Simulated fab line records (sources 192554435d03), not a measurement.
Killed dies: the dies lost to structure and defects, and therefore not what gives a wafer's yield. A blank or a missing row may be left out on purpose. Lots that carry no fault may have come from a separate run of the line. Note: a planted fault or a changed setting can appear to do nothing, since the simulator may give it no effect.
Problem report in the 8D (eight disciplines) form, filled by code || flow n5_finfet || the parts of the form that need people (team, actions taken, sign-off) are left out

## 1. THE ISSUE
Wafers without a fault read 0.767 a.u., standard deviation 0.012; oes_product_au at N5_FIN_SAQP_MANDREL_ETCH_22 reads a mean of 0.671 a.u. on 9 wafers belonging to 3 lots. That puts it -8.0 standard deviations away from the usual mean.
The step: etches a-Si in HBr/Cl2, stops on SiNx, target depth 60 nm, bt time 10 s, time 30 s.
First seen on wafer L969.2, day 3 04:32, on rie_si-06. The record has a number at this step for 24 wafers belonging to 8 lots. Rule for "out", or "out of limits": more than 4 standard deviations from the usual mean. All remaining wafers that have a number are taken as sound.

## 2. WHAT IT IS; WHAT IT IS NOT
{"question": "which readings at this step", "is": "oes_product_au", "is not": "drypump_motor_current_A, throttle_valve_pct"}
{"question": "which lots", "is": "L969, L970, L971", "is not": "L981, L982, L984, L985, L986"}
{"question": "which wafers of those lots", "is": "all that have a number", "is not": "-"}
{"question": "read on which tools", "is": "rie_si-06", "is not": "rie_si-01, rie_si-03"}
{"question": "when", "is": "from day 3 04:32", "is not": "up to then (0 sound wafers); but 15 sound wafers of L981, L982, L984, L985, L986 came after"}

## 3. WHAT RULES OUT EACH SUSPECT
Counting: a tool stays on the suspect list if, at a process step up to the reading, it processed all lots that are out and no sound lot following the first of them.
- rie_si-06 at N5_FIN_SAQP_MANDREL_ETCH_22 (etches a-Si in HBr/Cl2, stops on SiNx, target depth 60 nm, bt time 10 s, time 30 s): ruled out as a lasting fault. Following L969 (day 3 04:32), the first lot on it that is out, the sound lots L981, L982, L984 were run on it.
Left after counting: nothing in the record.

## 4. THE CAUSE (what the simulator had put in)
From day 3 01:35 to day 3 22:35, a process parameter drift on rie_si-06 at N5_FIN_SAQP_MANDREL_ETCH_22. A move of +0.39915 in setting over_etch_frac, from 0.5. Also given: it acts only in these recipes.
Counting ruled it out, wrongly.

## 5. THE EFFECT CHAIN, in route order
Rows list readings where the struck wafers' mean (over those with a number) sits beyond 3 standard deviations from the usual. Only readings for which the record gives a usual standard deviation are gone through. hours: the time from each lot's start at the first step in this table that gives one to its start at this step, as a median over the lots. sigmas: the change in usual standard deviations.
{"hours": 0, "step": "N5_FIN_SAQP_MANDREL_ETCH_22", "reading": "oes_product_au", "usual": "0.767 a.u.", "on struck wafers": 0.671, "change": -0.096, "sigmas": -8.0}
{"hours": 2, "step": "N5_FIN_SAQP_ETCH_57", "reading": "etch_rf_on_time_s", "usual": "46.1 s", "on struck wafers": 39.5, "change": -6.6, "sigmas": -8.4}
Process steps it contains:
- N5_FIN_SAQP_MANDREL_ETCH_22: etches a-Si in HBr/Cl2, stops on SiNx, target depth 60 nm, bt time 10 s, time 30 s.
- N5_FIN_SAQP_ETCH_57: etches SiNx in CH3F/O2, target depth 32.5 nm, time 46.4 s.
Later steps that measure or inspect, where all struck wafers having a row at the step show a number for every such reading and not one has moved that far: N5_BEOL_M4_RC_MEAS_101.

## 6. HOW IT WOULD HAVE BEEN CAUGHT EARLIER
First out-of-limits reading in this record: day 3 04:32, which is 3 hours after fault onset at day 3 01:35.
